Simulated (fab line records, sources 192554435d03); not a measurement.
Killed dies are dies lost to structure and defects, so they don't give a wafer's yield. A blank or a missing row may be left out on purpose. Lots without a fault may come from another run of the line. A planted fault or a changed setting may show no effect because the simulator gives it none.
Which tool did it? | flow n5_finfet | 9 lots, 27 wafers sampled, at 4 steps of a route of 1938

WHAT THE GAUGES READ, wafer by wafer
N5_SD_EPI_N_CD_MEAS_09: target cd 120 nm.
lot  | measured    | on        | cd_nm (nm)
L942 | day 3 06:58 | cd_sem-02 | 119.0 119.0 118.5
L945 | day 4 00:49 | cd_sem-03 | 118.7 118.4 119.3
L947 | day 4 12:05 | cd_sem-02 | 119.4 119.8 119.7
L951 | day 5 15:39 | cd_sem-03 | 119.5 118.8 119.2
L953 | day 6 01:30 | cd_sem-01 | 91.6 90.5 90.5
L954 | day 6 07:50 | cd_sem-01 | 98.4 97.2 98.2
L958 | day 7 05:10 | cd_sem-02 | 119.0 118.9 118.9
L959 | day 7 13:58 | cd_sem-03 | 119.5 119.4 119.6
L962 | day 8 07:35 | cd_sem-02 | 120.6 121.0 119.8

WHICH TOOL RAN EACH LOT (tool, then ch and the chambers of the sampled wafers, then the start)
lot  | N5_DUMMY_GATE_TRIM_49           | N5_DUMMY_GATE_HM_OPEN_21          | N5_SD_EPI_N_EXPOSE_06
L942 | rie_si-05 ch 0,1,3, day 3 05:05 | rie_diel-04 ch 0,1, day 3 05:25   | arfi_scanner-02 ch 0, day 3 06:50
L945 | rie_si-05 ch 1,2, day 3 22:38   | rie_diel-04 ch 0,1, day 3 22:56   | arfi_scanner-03 ch 0, day 4 00:41
L947 | rie_si-02 ch 0,1, day 4 09:58   | rie_diel-05 ch 1,2,3, day 4 10:25 | arfi_scanner-01 ch 0, day 4 11:58
L951 | rie_si-05 ch 1,2,3, day 5 13:34 | rie_diel-05 ch 1,2,3, day 5 13:50 | arfi_scanner-03 ch 0, day 5 15:31
L953 | rie_si-05 ch 0,1,3, day 5 23:30 | rie_diel-03 ch 0,3, day 5 23:47   | arfi_scanner-03 ch 0, day 6 01:22
L954 | rie_si-02 ch 0,1, day 6 05:29   | rie_diel-04 ch 2,3, day 6 05:46   | arfi_scanner-03 ch 0, day 6 07:43
L958 | rie_si-05 ch 0,2,3, day 7 03:00 | rie_diel-05 ch 1,2,3, day 7 03:17 | arfi_scanner-01 ch 0, day 7 05:02
L959 | rie_si-05 ch 2,3, day 7 11:53   | rie_diel-04 ch 0,1,3, day 7 12:17 | arfi_scanner-02 ch 0, day 7 13:50
L962 | rie_si-04 ch 0,1,3, day 8 05:23 | rie_diel-03 ch 0,2,3, day 8 05:40 | arfi_scanner-02 ch 0, day 8 07:28
- N5_DUMMY_GATE_TRIM_49: chemistry O2, time 29 s, target cd 14 nm.
- N5_DUMMY_GATE_HM_OPEN_21: chemistry CH3F/O2, target SiNx, target depth 120 nm, time 171.4 s.
- N5_SD_EPI_N_EXPOSE_06: exposes mask SD N BLK, target cd 120 nm.

THE ANSWER, worked out from the rows above alone
Rule: what is usual is taken from the lots themselves. Put in order of their means at a reading, lots are off if they are a third of the lots or fewer, leave a main group of 4 or more, and stand apart from it by a gap of 3 or more times the standard deviation of the main group's means; of several such gaps the widest counts. A main group whose means are all the same, to the digits that the tables above print for the reading, isn't used. A lot without any number at a reading at which 4 lots or more have one is off too. The other lots that the step has rows for count as sound.
Off: L953, L954, at N5_SD_EPI_N_CD_MEAS_09 (cd_nm). The main group: mean 119.3 nm, standard deviation 0.55.
A tool fits if, at a process step before that reading, it ran every lot that is off, and no sound lot after the first of them. The gauges at N5_SD_EPI_N_CD_MEAS_09 are tried like those tools. Can't be told from this: 2 tools fit, arfi_scanner-03 at N5_SD_EPI_N_EXPOSE_06, cd_sem-01 at N5_SD_EPI_N_CD_MEAS_09.

WHAT THE SIMULATOR HAD PUT IN
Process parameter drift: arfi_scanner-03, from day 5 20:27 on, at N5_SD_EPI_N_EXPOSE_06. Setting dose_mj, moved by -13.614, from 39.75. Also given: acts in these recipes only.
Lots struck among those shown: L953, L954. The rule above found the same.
